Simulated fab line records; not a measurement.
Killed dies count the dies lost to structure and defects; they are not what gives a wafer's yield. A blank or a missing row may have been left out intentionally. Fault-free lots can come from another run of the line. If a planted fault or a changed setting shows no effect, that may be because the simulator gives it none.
Chamber matching || flow n5_finfet || 3 sister chambers for N5_BEOL_M15_DEP_53 on pecvd-02
The step deposits SiCN from 3MS/NH3, target thk 50 nm, time 17.8 s. 6 wafers are shown with their chamber, then 7 later ones without.

WAFERS WITH THEIR CHAMBER
{"wafer": "L083.2", "chamber": 1, "showerhead_plenum_p_Torr (Torr)": 4.206, "showerhead_vpp_V (V)": 1425}
{"wafer": "L083.6", "chamber": 1, "showerhead_plenum_p_Torr (Torr)": 4.204, "showerhead_vpp_V (V)": 1428}
{"wafer": "L086.4", "chamber": 2, "showerhead_plenum_p_Torr (Torr)": 4.184, "showerhead_vpp_V (V)": 1535}
{"wafer": "L086.5", "chamber": 2, "showerhead_plenum_p_Torr (Torr)": 4.186, "showerhead_vpp_V (V)": 1551}
{"wafer": "L090.2", "chamber": 0, "showerhead_plenum_p_Torr (Torr)": 4.107, "showerhead_vpp_V (V)": 1548}
{"wafer": "L090.4", "chamber": 0, "showerhead_plenum_p_Torr (Torr)": 4.106, "showerhead_vpp_V (V)": 1555}

WAFERS WITHOUT THEIR CHAMBER
{"wafer": "L090.6", "showerhead_plenum_p_Torr (Torr)": 4.190, "showerhead_vpp_V (V)": 1572}
{"wafer": "L091.2", "showerhead_plenum_p_Torr (Torr)": 4.182, "showerhead_vpp_V (V)": 1434}
{"wafer": "L091.5", "showerhead_plenum_p_Torr (Torr)": 4.195, "showerhead_vpp_V (V)": 1438}
{"wafer": "L091.6", "showerhead_plenum_p_Torr (Torr)": 4.119, "showerhead_vpp_V (V)": 1559}
{"wafer": "L093.2", "showerhead_plenum_p_Torr (Torr)": 4.119, "showerhead_vpp_V (V)": 1553}
{"wafer": "L093.4", "showerhead_plenum_p_Torr (Torr)": 4.185, "showerhead_vpp_V (V)": 1439}
{"wafer": "L093.6", "showerhead_plenum_p_Torr (Torr)": 4.183, "showerhead_vpp_V (V)": 1568}

THE CHAMBER EACH PASSED THROUGH
{"wafer": "L090.6", "from the rows above": 2, "in truth": 2}
{"wafer": "L091.2", "from the rows above": 2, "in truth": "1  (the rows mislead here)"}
{"wafer": "L091.5", "from the rows above": 1, "in truth": 1}
{"wafer": "L091.6", "from the rows above": 0, "in truth": 0}
{"wafer": "L093.2", "from the rows above": 0, "in truth": 0}
{"wafer": "L093.4", "from the rows above": 2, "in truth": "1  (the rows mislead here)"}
{"wafer": "L093.6", "from the rows above": 2, "in truth": 2}
5 of 7 placed correctly. From these rows, 0 cannot be placed. Wrongly placed: 2.
How it was worked out, from the rows above alone: a wafer's distance from a chamber is the root of the sum, over the readings, of the square of ((its reading less the chamber's mean) divided by the reading's scatter). If the next closest chamber is less than 2 further off than the closest, the wafer can't be placed; otherwise it belongs to the closest. Each chamber's mean is taken over the wafers shown for it. The scatter: take each reading less its chamber's mean, square it, sum over the shown wafers, divide by the number of wafers less the number of chambers, and take the root.
